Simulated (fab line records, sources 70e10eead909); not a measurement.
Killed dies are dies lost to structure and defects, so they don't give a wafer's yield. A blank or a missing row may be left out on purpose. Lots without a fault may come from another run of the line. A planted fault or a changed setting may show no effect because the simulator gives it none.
One fault seen from 2 desks | flow nand_harc | each desk has only its own numbers; what lay behind them comes last

THE METROLOGY DESK
What the gauges read, lot by lot, whatever tool the lot ran on: means of the sampled wafers that have a number. A lot is out of limits, marked OUT, if its mean lies more than 4 standard deviations from the usual mean; the brackets give that distance.
Columns: A = cd_nm at NHARC_P_M1_CD_MEAS_09, usual 130.3 nm
lot  | first seen here | A
L609 | day 7 17:47     | 129.8
L610 | day 8 07:13     | 129.2
L611 | day 8 12:10     | 131.1
L613 | day 9 13:50     | 129.8
L614 | day 9 20:09     | 131.0
L616 | day 10 18:23    | 129.8
L617 | day 11 15:25    | 129.0
L620 | day 12 05:20    | 136.6 (+8.3) OUT
L621 | day 12 20:26    | 137.0 (+8.8) OUT
L624 | day 13 23:46    | 130.3
L627 | day 15 09:59    | 129.8
L628 | day 15 17:11    | 130.7
This desk's finding: out of limits on L620, L621; first on L620, day 12 05:20 (cd_nm at NHARC_P_M1_CD_MEAS_09). In limits: L609, L610, L611, L613, L614, L616, L617, L624, L627, L628.

THE TOOL OWNER'S DESK: litho_track-04
The tool's own readings at NHARC_P_M1_PEB_07 (peb time 65 s): means of the sampled wafers that have a number, for each lot that ran on this tool. A lot is out of limits, marked OUT, if its mean lies more than 4 standard deviations from the usual mean; the brackets give that distance.
Columns: A = heater_power_total_W at NHARC_P_M1_PEB_07, usual 156.7 W; B = plate_temp_C at NHARC_P_M1_PEB_07, usual 100.04 C
lot  | first seen here | A                | B
L611 | day 8 12:05     | 156.7            | 99.95
L614 | day 9 20:04     | 156.7            | 100.15
L620 | day 12 05:16    | 160.2 (+8.4) OUT | 101.78 (+14) OUT
L621 | day 12 20:22    | 160.3 (+8.6) OUT | 101.63 (+13) OUT
This desk's finding: out of limits on L620, L621; first on L620, day 12 05:16 (heater_power_total_W at NHARC_P_M1_PEB_07). In limits: L611, L614.

PUT TOGETHER
The tool owner's desk could have raised an alarm at day 12 05:16, on L620, L621.
The metrology desk could have raised an alarm at day 12 05:20, on L620, L621.
Of the lots named, all ran NHARC_P_M1_PEB_07 on litho_track-04.

WHAT THE SIMULATOR HAD PUT IN
Process parameter drift: litho_track-04, from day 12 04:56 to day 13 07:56, at NHARC_P_M1_PEB_07. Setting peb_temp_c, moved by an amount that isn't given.
Lots struck among those shown: L620, L621.
Hours from the fault's start to each desk's first reading out of limits: the tool owner's desk, 0; the metrology desk, 0.
